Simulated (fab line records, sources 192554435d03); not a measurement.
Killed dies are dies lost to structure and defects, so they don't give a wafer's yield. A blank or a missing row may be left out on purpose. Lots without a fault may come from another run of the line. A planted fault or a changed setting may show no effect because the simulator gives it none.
Split-lot experiment | flow n5_finfet | 7 lots, 21 wafers read, on a route of 1938 steps

THE SPLIT
At N5_MIM_BOT_ETCH_ETCH_03 (etches the open film in Cl2/BCl3, target depth 12 nm), the setting icp_w was moved away from the recipe's 800 W on 5 of the 21 wafers read, by -14.1% to +15.6%. The other wafers ran this setting at the recipe's value.

The reading is taken at the split's own step.

THE READING
etch.depth_nm (the simulator's own value, which no gauge read), in nm, at N5_MIM_BOT_ETCH_ETCH_03 (etches the open film in Cl2/BCl3, target depth 12 nm). The file gives no usual value for it. The 16 wafers here that ran the recipe average 11.96 nm, standard deviation 0.22 nm.

wafer  | tool, chamber at the split | icp_w as run, W | against the recipe | etch.depth_nm, nm | against lot-mates on the recipe
L074.3 | rie_metal-03, 1            | 800             | recipe             | 12.01             | -
L074.4 | rie_metal-03, 0            | 800             | recipe             | 12.13             | -
L074.6 | rie_metal-03, 0            | 800             | recipe             | 12.05             | -
L075.3 | rie_metal-02, 0            | 800             | recipe             | 11.84             | -
L075.4 | rie_metal-02, 1            | 800             | recipe             | 12.19             | -
L075.6 | rie_metal-02, 0            | 800             | recipe             | 11.81             | -
L082.2 | rie_metal-02, 1            | 800             | recipe             | 12.12             | -
L082.3 | rie_metal-02, 1            | 800             | recipe             | 12.16             | -
L082.5 | rie_metal-02, 1            | 687.5           | -14.1%             | 10.67             | -1.47
L083.1 | rie_metal-01, 1            | 800             | recipe             | 12.09             | -
L083.6 | rie_metal-01, 1            | 800             | recipe             | 12.09             | -
L083.5 | rie_metal-01, 0            | 800             | recipe             | 11.62             | -
L087.3 | rie_metal-01, 1            | 800             | recipe             | 11.99             | -
L087.4 | rie_metal-01, 0            | 800             | recipe             | 11.49             | -
L087.6 | rie_metal-01, 0            | 800             | recipe             | 11.56             | -
L092.4 | rie_metal-03, 1            | 891.7           | +11.5%             | 13.34             | no lot-mate on the recipe
L092.6 | rie_metal-03, 1            | 891.7           | +11.5%             | 13.34             | no lot-mate on the recipe
L092.5 | rie_metal-03, 0            | 891.7           | +11.5%             | 13.18             | no lot-mate on the recipe
L091.2 | rie_metal-02, 0            | 925.1           | +15.6%             | 13.57             | +1.44
L091.4 | rie_metal-02, 1            | 800             | recipe             | 12.15             | -
L091.6 | rie_metal-02, 1            | 800             | recipe             | 12.11             | -

THE FIT
A straight line over all 21 wafers: etch.depth_nm changes by +0.105 nm for each +1% of icp_w; r = +0.95; the points scatter about the line by 0.21 nm.
The same after taking each lot's own level away (the mean of its wafers on the recipe; 18 wafers): +0.0977 nm for each +1%; r = +0.95; scatter 0.16 nm.
On that fit, the largest move of icp_w shifts the reading by 1.5 nm.
The lots' own levels span 11.680 to 12.140 nm, that is 2.1 times the standard deviation above.
So the lot-to-lot level changes the slope little: the two slopes agree.
Check: with one of the wafers moved furthest among these (+15.6%) left out of the fit, the line predicts +1.63 nm for it against its lot-mates. It came out at +1.44 nm against them.

OTHER SPLITS ON THESE WAFERS
These wafers also went through other splits before the reading. Each is held against what the fit with the lots' levels taken away leaves over:
other split on the same wafers   | wafers away from the commonest value | r with etch.depth_nm (lot level and that fit taken away)
N5_MIM_BOT_ETCH_ETCH_04 source_w | 7                                    | -0.18

THE FILE'S OWN FIT
etch.depth_nm changes by +0.0978 nm for each +1% of icp_w, r = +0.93.
